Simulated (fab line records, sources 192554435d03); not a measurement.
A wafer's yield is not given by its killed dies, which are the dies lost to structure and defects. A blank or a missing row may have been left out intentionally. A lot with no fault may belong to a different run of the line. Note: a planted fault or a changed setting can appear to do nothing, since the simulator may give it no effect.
fab line records	flow n5_finfet
record lots=24	wafers=72	last_day=18
route steps=1938 shown WELL_APT@43 PMOS_HMC_CHANNEL_EPI@71 FIN_SAQP@94
lots that met no fault: taken from a fault-free run of the same line
start_h: hours from the record's first day to the start of the lot's first wafer shown	wait_h: how many hours have passed since the lot's step before this one	" the same as in the row above	L1.1+2: several wafers, shown together as one row	- no value, or no start was given	* or withheld: withheld	< > ~ a bound
route shown NAME@n: a module of which the file shows steps, and the number in the route of the first	usual: mean/standard deviation of fault-free wafers	same: alike in all rows	chamber/n: place in a boat	sites: per-site readings	_std_site: the standard deviation of these	_edge_site: the outer-site mean with the inner-site mean subtracted	radius_mm: for every site, how far away it sits from the centre of the wafer	mask NAME#n: copy n	behind: the tool/chamber that last shaped the wafer	hold: why the lot went on hold/how many hours it stayed there/how the hold came to an end	device: names the non-switching transistor (n, p or np)	end of line: tests of these same wafers at the route's end	for a step that has no rows: nothing shown but its recipe	killed: at the first sort, the dies lost to defects and structure; wafer yield is something else	map: shows each die of a wafer: x if killed, . if not, _ if none is there
set.NAME: setting as actually run; set.NAME@STEP: the setting as run at that earlier step	model.NAME: the simulator's own value behind a step, which no gauge read
the route's steps for a sample of lots (tables are steps, rows are wafers)
services: a tool's chamber out of use, with start hour (start_h, from the record's first day; less than 0 if before it), hours out, and reason
## steps
# step N5_WELL_APT_CD_MEAS_25
# recipe target_cd_nm=200	landing_energy_ev=500	detector=se_inlens
# usual cd_nm=200.1/2
lot.wafer	tool	chamber	start_h	wait_h	cd_nm
L074.2	cd_sem-01	0	15.05	-	201.0
L074.3	"	0	"	"	201.2
L074.6	"	0	"	"	198.9
L075.1	cd_sem-02	0	20.84	-	198.7
L075.3	"	0	"	"	198.3
L075.5	"	0	"	"	196.8
L076.2	cd_sem-02	0	27.28	-	198.7
L076.3	"	0	"	"	199.0
L076.5	"	0	"	"	200.8
L077.3	cd_sem-02	0	32.80	-	199.9
L077.5	"	0	"	"	202.9
L077.6	"	0	"	"	200.4
L078.2	cd_sem-01	0	38.97	-	199.8
L078.4	"	0	"	"	199.0
L078.6	"	0	"	"	202.6
L079.2	cd_sem-02	0	44.93	-	199.7
L079.3	"	0	"	"	201.2
L079.6	"	0	"	"	202.3
L080.1	cd_sem-03	0	51.41	-	202.2
L080.3	"	0	"	"	203.8
L080.5	"	0	"	"	201.4
L081.1	cd_sem-02	0	56.93	-	203.4
L081.3	"	0	"	"	198.4
L081.6	"	0	"	"	203.9
L082.2	cd_sem-03	0	62.80	-	201.4
L082.3	"	0	"	"	202.2
L082.5	"	0	"	"	201.2
L083.3	cd_sem-02	0	68.88	-	198.7
L083.4	"	0	"	"	199.1
L083.5	"	0	"	"	198.1
L084.1	cd_sem-02	0	75.10	-	200.2
L084.2	"	0	"	"	198.7
L084.4	"	0	"	"	198.5
L085.2	cd_sem-01	0	80.71	-	199.1
L085.3	"	0	"	"	197.9
L085.5	"	0	"	"	201.1
L086.1	cd_sem-02	0	87.01	-	200.2
L086.4	"	0	"	"	202.0
L086.6	"	0	"	"	201.3
L087.1	cd_sem-02	0	93.51	-	202.9
L087.4	"	0	"	"	201.7
L087.5	"	0	"	"	195.0
L088.2	cd_sem-01	0	99.24	-	200.3
L088.5	"	0	"	"	199.4
L088.6	"	0	"	"	204.1
L089.4	cd_sem-02	0	105.37	-	199.6
L089.5	"	0	"	"	198.7
L089.6	"	0	"	"	196.9
L090.1	cd_sem-01	0	111.19	-	200.4
L090.2	"	0	"	"	201.3
L090.6	"	0	"	"	199.6
L091.1	cd_sem-03	0	116.94	-	197.6
L091.3	"	0	"	"	199.8
L091.5	"	0	"	"	198.2
L092.1	cd_sem-03	0	123.05	-	201.7
L092.2	"	0	"	"	201.8
L092.6	"	0	"	"	200.7
L093.1	cd_sem-02	0	128.94	-	199.0
L093.4	"	0	"	"	200.3
L093.5	"	0	"	"	202.6
L094.1	cd_sem-03	0	134.86	-	198.3
L094.5	"	0	"	"	199.0
L094.6	"	0	"	"	199.5
L095.1	cd_sem-03	0	141.03	-	196.5
L095.2	"	0	"	"	203.7
L095.4	"	0	"	"	201.2
L096.2	cd_sem-02	0	146.94	-	204.0
L096.3	"	0	"	"	198.3
L096.5	"	0	"	"	202.0
L097.1	cd_sem-02	0	154.62	-	197.5
L097.3	"	0	"	"	198.5
L097.5	"	0	"	"	200.0
# step N5_WELL_APT_INSPECT_27
# recipe mode=adi	inspect_instrument=macro
# usual raw_defect_count=1.8/1.3
lot.wafer	tool	chamber	start_h	wait_h	raw_defect_count
L074.2	defect_inspect-02	-	15.10	0.0	1
L074.3	"	-	"	"	1
L074.6	"	-	"	"	2
L075.1	defect_inspect-02	-	20.89	0.0	2
L075.3	"	-	"	"	1
L075.5	"	-	"	"	0
L076.2	defect_inspect-02	-	27.34	0.0	3
L076.3	"	-	"	"	2
L076.5	"	-	"	"	4
L077.3	defect_inspect-02	-	32.86	0.0	1
L077.5	"	-	"	"	3
L077.6	"	-	"	"	1
L078.2	defect_inspect-02	-	39.02	0.0	0
L078.4	"	-	"	"	1
L078.6	"	-	"	"	0
L079.2	defect_inspect-02	-	44.99	0.0	1
L079.3	"	-	"	"	2
L079.6	"	-	"	"	5
L080.1	defect_inspect-02	-	51.46	0.0	1
L080.3	"	-	"	"	0
L080.5	"	-	"	"	0
L081.1	defect_inspect-01	-	56.98	0.0	2
L081.3	"	-	"	"	0
L081.6	"	-	"	"	5
L082.2	defect_inspect-02	-	62.85	0.0	1
L082.3	"	-	"	"	3
L082.5	"	-	"	"	3
L083.3	defect_inspect-01	-	68.93	0.0	1
L083.4	"	-	"	"	2
L083.5	"	-	"	"	1
L084.1	defect_inspect-02	-	75.15	0.0	0
L084.2	"	-	"	"	2
L084.4	"	-	"	"	2
L085.2	defect_inspect-01	-	80.77	0.0	2
L085.3	"	-	"	"	4
L085.5	"	-	"	"	0
L086.1	defect_inspect-01	-	87.06	0.0	4
L086.4	"	-	"	"	3
L086.6	"	-	"	"	2
L087.1	defect_inspect-02	-	93.56	0.0	1
L087.4	"	-	"	"	3
L087.5	"	-	"	"	1
L088.2	defect_inspect-01	-	99.30	0.0	0
L088.5	"	-	"	"	2
L088.6	"	-	"	"	2
L089.4	defect_inspect-01	-	105.42	0.0	2
L089.5	"	-	"	"	3
L089.6	"	-	"	"	2
L090.1	defect_inspect-01	-	111.24	0.0	0
L090.2	"	-	"	"	3
L090.6	"	-	"	"	0
L091.1	defect_inspect-01	-	116.99	0.0	3
L091.3	"	-	"	"	1
L091.5	"	-	"	"	2
L092.1	defect_inspect-01	-	123.10	0.0	3
L092.2	"	-	"	"	1
L092.6	"	-	"	"	3
L093.1	defect_inspect-02	-	128.99	0.0	1
L093.4	"	-	"	"	5
L093.5	"	-	"	"	2
L094.1	defect_inspect-02	-	134.92	0.0	5
L094.5	"	-	"	"	0
L094.6	"	-	"	"	1
L095.1	defect_inspect-01	-	141.09	0.0	2
L095.2	"	-	"	"	1
L095.4	"	-	"	"	3
L096.2	defect_inspect-01	-	146.99	0.0	0
L096.3	"	-	"	"	2
L096.5	"	-	"	"	2
L097.1	defect_inspect-01	-	154.68	0.0	1
L097.3	"	-	"	"	3
L097.5	"	-	"	"	1
# step N5_WELL_APT_EPI_41
# recipe material=Si	target_thk_a=500	temp_c=650	precursor=SiH4/H2	pressure_torr=20	time_s=297.7
# usual throttle_valve_pct=11.2/0.32
lot.wafer	tool	chamber	start_h	wait_h	throttle_valve_pct
L074.2	epi_rpcvd-04	0	16.65	0.1	11.1
L074.3	"	0	"	"	10.9
L074.6	"	0	"	"	11.0
L075.1	epi_rpcvd-03	0	22.14	0.0	12.1
L075.3	"	0	"	"	11.5
L075.5	"	0	"	"	11.4
L076.2	epi_rpcvd-02	0	28.76	0.2	11.4
L076.3	"	0	"	"	11.2
L076.5	"	0	"	"	11.3
L077.3	epi_rpcvd-04	0	34.09	0.2	11.2
L077.5	"	0	"	"	11.1
L077.6	"	0	"	"	10.9
L078.2	epi_rpcvd-02	0	40.24	0.2	11.5
L078.4	"	0	"	"	11.7
L078.6	"	0	"	"	11.3
L079.2	epi_rpcvd-04	0	46.16	0.2	11.0
L079.3	"	0	"	"	10.9
L079.6	"	0	"	"	10.7
L080.1	epi_rpcvd-02	0	52.52	0.0	11.4
L080.3	"	0	"	"	11.1
L080.5	"	0	"	"	11.4
L081.1	epi_rpcvd-04	0	58.01	0.0	10.9
L081.3	"	0	"	"	10.8
L081.6	"	0	"	"	11.2
L082.2	epi_rpcvd-04	0	64.01	0.1	11.1
L082.3	"	0	"	"	11.1
L082.5	"	0	"	"	11.1
L083.3	epi_rpcvd-02	0	70.77	0.5	11.4
L083.4	"	0	"	"	11.4
L083.5	"	0	"	"	11.2
L084.1	epi_rpcvd-03	0	76.32	0.0	11.5
L084.2	"	0	"	"	11.8
L084.4	"	0	"	"	11.6
L085.2	epi_rpcvd-02	0	82.18	0.3	11.3
L085.3	"	0	"	"	11.4
L085.5	"	0	"	"	11.4
L086.1	epi_rpcvd-04	0	88.09	0.0	11.0
L086.4	"	0	"	"	10.8
L086.6	"	0	"	"	11.0
L087.1	epi_rpcvd-04	0	94.60	0.0	10.8
L087.4	"	0	"	"	10.6
L087.5	"	0	"	"	11.0
L088.2	epi_rpcvd-04	0	100.43	0.1	10.9
L088.5	"	0	"	"	11.0
L088.6	"	0	"	"	11.0
L089.4	epi_rpcvd-04	0	107.31	0.3	11.1
L089.5	"	0	"	"	11.0
L089.6	"	0	"	"	10.9
L090.1	epi_rpcvd-03	0	112.32	0.0	11.6
L090.2	"	0	"	"	11.8
L090.6	"	0	"	"	11.5
L091.1	epi_rpcvd-02	0	118.06	0.0	11.3
L091.3	"	0	"	"	11.7
L091.5	"	0	"	"	11.3
L092.1	epi_rpcvd-04	0	124.24	0.0	10.9
L092.2	"	0	"	"	11.1
L092.6	"	0	"	"	11.0
L093.1	epi_rpcvd-03	0	130.03	0.0	11.9
L093.4	"	0	"	"	11.9
L093.5	"	0	"	"	11.4
L094.1	epi_rpcvd-04	0	136.92	0.0	10.8
L094.5	"	0	"	"	11.1
L094.6	"	0	"	"	11.2
L095.1	epi_rpcvd-02	0	142.38	0.0	11.3
L095.2	"	0	"	"	11.4
L095.4	"	0	"	"	11.3
L096.2	epi_rpcvd-04	0	148.31	0.1	10.9
L096.3	"	0	"	"	10.8
L096.5	"	0	"	"	11.0
L097.1	epi_rpcvd-02	0	155.80	0.0	11.4
L097.3	"	0	"	"	11.2
L097.5	"	0	"	"	11.2
# step N5_WELL_APT_INSPECT_38
# recipe inspect_instrument=darkfield	mode=post_epi
# usual raw_defect_count=13/5.3
lot.wafer	tool	chamber	start_h	wait_h	raw_defect_count
L074.2	defect_inspect-01	-	17.19	0.4	7
L074.3	"	-	"	"	10
L074.6	"	-	"	"	17
L075.1	defect_inspect-02	-	22.77	0.5	19
L075.3	"	-	"	"	7
L075.5	"	-	"	"	10
L076.2	defect_inspect-02	-	29.46	0.6	17
L076.3	"	-	"	"	17
L076.5	"	-	"	"	15
L077.3	defect_inspect-01	-	34.53	0.3	13
L077.5	"	-	"	"	17
L077.6	"	-	"	"	10
L078.2	defect_inspect-01	-	40.95	0.6	11
L078.4	"	-	"	"	8
L078.6	"	-	"	"	21
L079.2	defect_inspect-02	-	46.86	0.6	8
L079.3	"	-	"	"	14
L079.6	"	-	"	"	10
L080.1	defect_inspect-02	-	53.62	0.9	7
L080.3	"	-	"	"	11
L080.5	"	-	"	"	13
L081.1	defect_inspect-02	-	58.65	0.5	14
L081.3	"	-	"	"	8
L081.6	"	-	"	"	9
L082.2	defect_inspect-01	-	64.54	0.4	11
L082.3	"	-	"	"	20
L082.5	"	-	"	"	17
L083.3	defect_inspect-02	-	71.76	0.7	7
L083.4	"	-	"	"	21
L083.5	"	-	"	"	7
L084.1	defect_inspect-01	-	76.95	0.5	8
L084.2	"	-	"	"	16
L084.4	"	-	"	"	11
L085.2	defect_inspect-01	-	83.40	1.0	5
L085.3	"	-	"	"	8
L085.5	"	-	"	"	9
L086.1	defect_inspect-01	-	88.73	0.5	18
L086.4	"	-	"	"	16
L086.6	"	-	"	"	7
L087.1	defect_inspect-01	-	95.23	0.5	12
L087.4	"	-	"	"	15
L087.5	"	-	"	"	17
L088.2	defect_inspect-02	-	100.96	0.4	14
L088.5	"	-	"	"	12
L088.6	"	-	"	"	18
L089.4	defect_inspect-01	-	107.65	0.2	21
L089.5	"	-	"	"	18
L089.6	"	-	"	"	16
L090.1	defect_inspect-02	-	112.96	0.5	21
L090.2	"	-	"	"	14
L090.6	"	-	"	"	9
L091.1	defect_inspect-01	-	119.16	0.9	11
L091.3	"	-	"	"	16
L091.5	"	-	"	"	25
L092.1	defect_inspect-02	-	124.87	0.5	7
L092.2	"	-	"	"	7
L092.6	"	-	"	"	3
L093.1	defect_inspect-02	-	130.66	0.5	14
L093.4	"	-	"	"	11
L093.5	"	-	"	"	18
L094.1	defect_inspect-02	-	137.56	0.5	13
L094.5	"	-	"	"	5
L094.6	"	-	"	"	9
L095.1	defect_inspect-01	-	143.22	0.7	15
L095.2	"	-	"	"	25
L095.4	"	-	"	"	20
L096.2	defect_inspect-02	-	148.85	0.4	12
L096.3	"	-	"	"	8
L096.5	"	-	"	"	7
L097.1	defect_inspect-02	-	156.90	0.9	24
L097.3	"	-	"	"	20
L097.5	"	-	"	"	16
# step N5_PMOS_HMC_CHANNEL_EPI_STRIP_33
# recipe chemistry=N2/H2	power_w=500	temp_c=40	pressure_mtorr=50	rf_frequency_hz=6e+07	overash_fraction=0.3	bias_power_w=8	h2_frac=0.5	n2_flow_sccm=300	h2_flow_sccm=300
# usual drypump_motor_current_A=5.7/0.44	oes_product_au=0.76/0.059	power_w=500.0/1.5	rf_vpp_V=54.5/1.6	showerhead_plenum_p_Torr=3.38/0.12	throttle_valve_pct=19.0/0.44
lot.wafer	tool	chamber	start_h	wait_h	drypump_motor_current_A	oes_product_au	power_w	rf_hours_counter_h	rf_vpp_V	showerhead_plenum_p_Torr	throttle_valve_pct
L074.2	rie_diel-01	0	17.85	0.0	6.2	0.74	499.1	159	51.8	3.20	19.2
L074.3	"	3	"	"	5.9	0.73	497.7	192	52.8	3.34	19.0
L074.6	"	2	"	"	5.1	0.82	500.5	-	54.9	3.51	18.7
L075.1	rie_diel-04	1	23.31	0.0	5.5	0.73	500.2	173	53.9	3.49	20.0
L075.3	"	3	"	"	6.0	0.71	502.8	178	55.0	3.47	18.9
L075.5	"	0	"	"	5.4	0.78	499.8	-	52.5	3.49	18.7
L076.2	rie_diel-01	0	30.06	0.0	6.3	0.73	500.1	162	57.0	3.20	19.1
L076.3	"	3	"	"	5.9	0.71	500.2	196	55.8	3.34	19.0
L076.5	"	2	"	"	5.1	0.82	499.8	-	56.2	3.50	18.7
L077.3	rie_diel-06	2	35.43	0.0	4.8	0.70	499.2	225	55.0	3.19	18.8
L077.5	"	3	"	"	6.2	0.75	500.8	-	53.6	3.33	18.9
L077.6	"	2	"	"	4.8	0.70	496.6	-	55.2	3.19	18.9
L078.2	rie_diel-06	3	41.61	0.0	6.2	0.75	501.4	188	52.8	3.33	18.9
L078.4	"	0	"	"	5.7	0.77	499.9	150	53.2	3.48	19.0
L078.6	"	0	"	"	5.7	0.77	499.1	-	54.3	3.48	19.0
L079.2	rie_diel-06	0	47.55	0.0	5.7	0.78	498.3	151	55.1	3.48	19.0
L079.3	"	3	"	"	6.2	0.75	499.8	189	55.9	3.32	18.9
L079.6	"	0	"	"	5.7	0.78	499.4	-	55.8	3.48	19.0
L080.1	rie_diel-01	1	54.28	0.0	6.4	0.77	500.2	132	55.8	3.38	19.1
L080.3	"	2	"	"	5.1	0.79	499.3	112	53.3	3.50	18.7
L080.5	"	0	"	"	6.2	0.72	500.9	-	54.5	3.20	19.1
L081.1	rie_diel-04	0	59.56	0.0	5.4	0.79	498.9	132	53.3	3.49	18.7
L081.3	"	2	"	"	5.9	0.92	501.2	18	54.1	3.41	18.4
L081.6	"	2	"	"	5.9	0.91	500.7	-	53.5	3.41	18.4
L082.2	rie_diel-04	1	65.21	0.0	5.4	0.72	499.7	186	53.0	3.48	20.0
L082.3	"	2	"	"	5.9	0.92	501.2	20	57.1	3.41	18.4
L082.5	"	1	"	"	5.4	0.73	500.4	-	53.9	3.48	20.0
L083.3	rie_diel-06	0	72.72	0.0	5.7	0.76	499.0	158	56.2	3.48	19.0
L083.4	"	2	"	"	4.8	0.69	499.2	234	55.6	3.18	18.9
L083.5	"	2	"	"	4.8	0.70	497.7	-	56.0	3.18	18.9
L084.1	rie_diel-06	2	77.61	0.0	4.8	0.69	499.9	236	55.8	3.18	18.9
L084.2	"	0	"	"	5.6	0.77	498.0	159	54.5	3.48	19.1
L084.4	"	1	"	"	5.6	0.81	499.1	94	52.6	3.16	19.0
L085.2	rie_diel-01	0	84.06	0.0	6.3	0.73	499.2	177	53.4	3.19	19.2
L085.3	"	2	"	"	5.1	0.80	498.2	120	53.6	3.50	18.8
L085.5	"	0	"	"	6.2	0.72	499.1	-	52.8	3.19	19.2
L086.1	rie_diel-06	2	89.64	0.0	4.8	0.69	500.3	239	54.5	3.18	18.9
L086.4	"	0	"	"	5.6	0.76	500.1	162	56.4	3.48	19.1
L086.6	"	3	"	"	6.2	0.74	498.4	-	51.2	3.32	18.9
L087.1	rie_diel-06	0	95.89	0.0	5.6	0.76	501.6	164	52.3	3.48	19.1
L087.4	"	3	"	"	6.2	0.74	500.3	202	54.4	3.32	18.9
L087.5	"	0	"	"	5.7	0.76	501.0	-	55.2	3.48	19.1
L088.2	rie_diel-01	0	101.63	0.0	6.3	0.74	503.1	181	52.6	3.19	19.2
L088.5	"	0	"	"	6.3	0.71	499.7	-	52.4	3.19	19.2
L088.6	"	1	"	"	6.4	0.78	501.2	-	55.4	3.37	19.1
L089.4	rie_diel-04	1	108.31	0.0	5.4	0.72	499.0	198	53.3	3.48	20.1
L089.5	"	1	"	"	5.5	0.70	498.9	-	58.1	3.48	20.0
L089.6	"	0	"	"	5.3	0.77	497.2	-	53.5	3.48	18.8
L090.1	rie_diel-04	2	113.62	0.0	5.8	0.90	497.0	34	55.2	3.40	18.4
L090.2	"	0	"	"	5.4	0.78	499.1	147	54.9	3.48	18.7
L090.6	"	1	"	"	5.5	0.73	498.6	-	53.2	3.48	20.1
L091.1	rie_diel-04	0	119.70	0.0	5.3	0.77	499.9	149	52.7	3.48	18.8
L091.3	"	3	"	"	6.0	0.71	501.2	207	56.1	3.46	18.9
L091.5	"	3	"	"	6.0	0.71	500.8	-	56.3	3.46	18.9
L092.1	rie_diel-04	1	125.54	0.0	5.5	0.72	500.7	204	55.8	3.47	20.1
L092.2	"	3	"	"	6.0	0.71	501.7	209	55.3	3.46	18.9
L092.6	"	0	"	"	5.3	0.78	500.8	-	54.9	3.47	18.7
L093.1	rie_diel-01	3	131.39	0.0	5.9	0.71	500.2	223	55.1	3.33	19.0
L093.4	"	0	"	"	6.2	0.71	501.4	187	53.0	3.19	19.2
L093.5	"	1	"	"	6.3	0.76	498.0	-	55.4	3.37	19.1
L094.1	rie_diel-04	3	138.09	0.0	6.0	0.71	498.8	211	55.7	3.45	18.9
L094.5	"	2	"	"	5.9	0.88	499.9	-	52.5	3.40	18.4
L094.6	"	1	"	"	5.5	0.70	501.0	-	56.9	3.47	20.0
L095.1	rie_diel-04	3	143.89	0.0	6.1	0.70	501.0	213	52.2	3.45	18.9
L095.2	"	2	"	"	5.9	0.86	499.0	42	56.2	3.39	18.5
L095.4	"	0	"	"	5.3	0.77	502.7	155	52.8	3.47	18.8
L096.2	rie_diel-04	3	151.43	0.0	6.0	0.70	502.8	216	52.7	3.45	18.9
L096.3	"	2	"	"	5.9	0.86	503.1	46	55.2	3.39	18.5
L096.5	"	1	"	"	5.5	0.70	499.3	-	57.1	3.47	20.0
L097.1	rie_diel-04	1	157.61	0.0	5.5	0.70	499.6	215	57.6	3.47	20.1
L097.3	"	0	"	"	5.3	0.76	500.0	162	54.4	3.47	18.8
L097.5	"	2	"	"	5.9	0.86	501.2	-	54.7	3.39	18.4
# step N5_FIN_SAQP_ALD_61
# recipe material=SiO2	target_thk_a=40	temp_c=300	ald_precursor_family=BDEAS	ald_co_reactant=O2-plasma	pulse_time_s=1	purge_time_s=2	co_reactant_purge_time_s=2	ald_cycles=43	pressure_torr=2
# usual heater_power_w=462/49	precursor_pulse_height_rel=1.001/0.019
lot.wafer	tool	chamber	start_h	wait_h	heater_power_w	precursor_pulse_height_rel
L074.2	ald_sin-02	2	20.58	0.0	384	1.010
L074.3	"	3	"	"	405	0.975
L074.6	"	3	"	"	402	1.004
L075.1	ald_sin-02	3	26.18	0.0	403	1.003
L075.3	"	2	"	"	389	0.994
L075.5	"	1	"	"	388	0.996
L076.2	ald_sin-02	2	32.89	0.0	403	0.976
L076.3	"	0	"	"	534	1.005
L076.5	"	2	"	"	393	1.009
L077.3	ald_sin-04	0	38.57	0.0	484	1.012
L077.5	"	2	"	"	412	1.006
L077.6	"	3	"	"	515	1.003
L078.2	ald_sin-02	2	44.91	0.5	383	1.026
L078.4	"	3	"	"	418	0.987
L078.6	"	1	"	"	393	1.015
L079.2	ald_sin-04	2	51.41	0.0	421	1.003
L079.3	"	0	"	"	485	1.009
L079.6	"	0	"	"	487	1.037
L080.1	ald_sin-03	0	57.09	0.0	464	1.029
L080.3	"	2	"	"	510	1.003
L080.5	"	0	"	"	471	0.978
L081.1	ald_sin-03	0	62.69	0.0	470	0.999
L081.3	"	2	"	"	503	0.985
L081.6	"	1	"	"	543	0.981
L082.2	ald_sin-04	3	69.58	0.0	509	1.024
L082.3	"	0	"	"	495	0.996
L082.5	"	0	"	"	487	1.030
L083.3	ald_sin-02	2	76.04	0.2	396	1.003
L083.4	"	0	"	"	526	1.044
L083.5	"	1	"	"	396	0.993
L084.1	ald_sin-04	0	82.25	0.1	487	0.980
L084.2	"	2	"	"	418	1.034
L084.4	"	1	"	"	454	1.001
L085.2	ald_sin-04	2	87.08	0.0	416	1.003
L085.3	"	3	"	"	510	1.025
L085.5	"	2	"	"	416	1.021
L086.1	ald_sin-03	3	93.30	0.5	454	0.989
L086.4	"	0	"	"	472	1.012
L086.6	"	2	"	"	523	0.989
L087.1	ald_sin-02	0	100.97	2.0	521	0.985
L087.4	"	1	"	"	394	1.003
L087.5	"	1	"	"	398	1.020
L088.2	ald_sin-04	3	105.53	0.8	520	0.972
L088.5	"	3	"	"	517	1.042
L088.6	"	2	"	"	415	1.003
L089.4	ald_sin-04	2	112.52	1.1	409	1.006
L089.5	"	2	"	"	414	1.007
L089.6	"	3	"	"	501	1.014
L090.1	ald_sin-02	2	116.98	0.0	390	0.987
L090.2	"	1	"	"	396	1.009
L090.6	"	3	"	"	410	0.977
L091.1	ald_sin-04	2	122.86	0.0	426	1.001
L091.3	"	1	"	"	460	1.035
L091.5	"	1	"	"	451	0.977
L092.1	ald_sin-04	2	129.92	0.7	423	0.987
L092.2	"	1	"	"	461	0.998
L092.6	"	1	"	"	460	1.005
L093.1	ald_sin-04	0	134.98	0.4	475	0.999
L093.4	"	2	"	"	415	1.026
L093.5	"	3	"	"	513	1.009
L094.1	ald_sin-03	0	141.79	0.0	479	1.005
L094.5	"	2	"	"	511	1.028
L094.6	"	1	"	"	543	1.017
L095.1	ald_sin-04	0	147.10	0.4	495	1.038
L095.2	"	3	"	"	510	0.993
L095.4	"	1	"	"	454	0.993
L096.2	ald_sin-04	0	155.32	0.0	496	1.019
L096.3	"	2	"	"	418	0.990
L096.5	"	3	"	"	508	0.986
L097.1	ald_sin-03	0	160.97	0.0	472	0.990
L097.3	"	3	"	"	462	0.991
L097.5	"	2	"	"	503	0.996
## services
tool	chamber	start_h	hours	kind
ald_sin-02	-	-6.25	14.0	pm
ald_sin-02	0	-6.25	14.0	vent_cycle
ald_sin-02	1	-6.25	14.0	vent_cycle
ald_sin-02	2	-6.25	14.0	vent_cycle
ald_sin-02	3	-6.25	14.0	vent_cycle
epi_rpcvd-04	-	-4.62	0.9	repair
rie_diel-06	3	2.62	7.5	repair
ald_sin-02	0	7.75	-	clean
ald_sin-02	1	7.75	-	clean
ald_sin-02	2	7.75	-	clean
rie_diel-04	-	8.39	0.6	repair
ald_sin-04	2	12.78	9.6	repair
ald_sin-03	1	18.54	4.8	repair
ald_sin-03	2	19.63	4.0	repair
ald_sin-02	3	32.47	3.5	repair
ald_sin-04	-	53.48	0.7	repair
rie_diel-04	0	62.99	3.1	repair
ald_sin-04	1	66.51	9.2	repair
epi_rpcvd-04	-	77.19	2.1	repair
epi_rpcvd-04	-	82.86	1.3	repair
ald_sin-03	-	102.60	28.1	pm
rie_diel-01	0	107.52	8.7	repair
rie_diel-01	-	142.97	28.1	pm
rie_diel-06	-	151.78	0.2	repair
## key
fault none
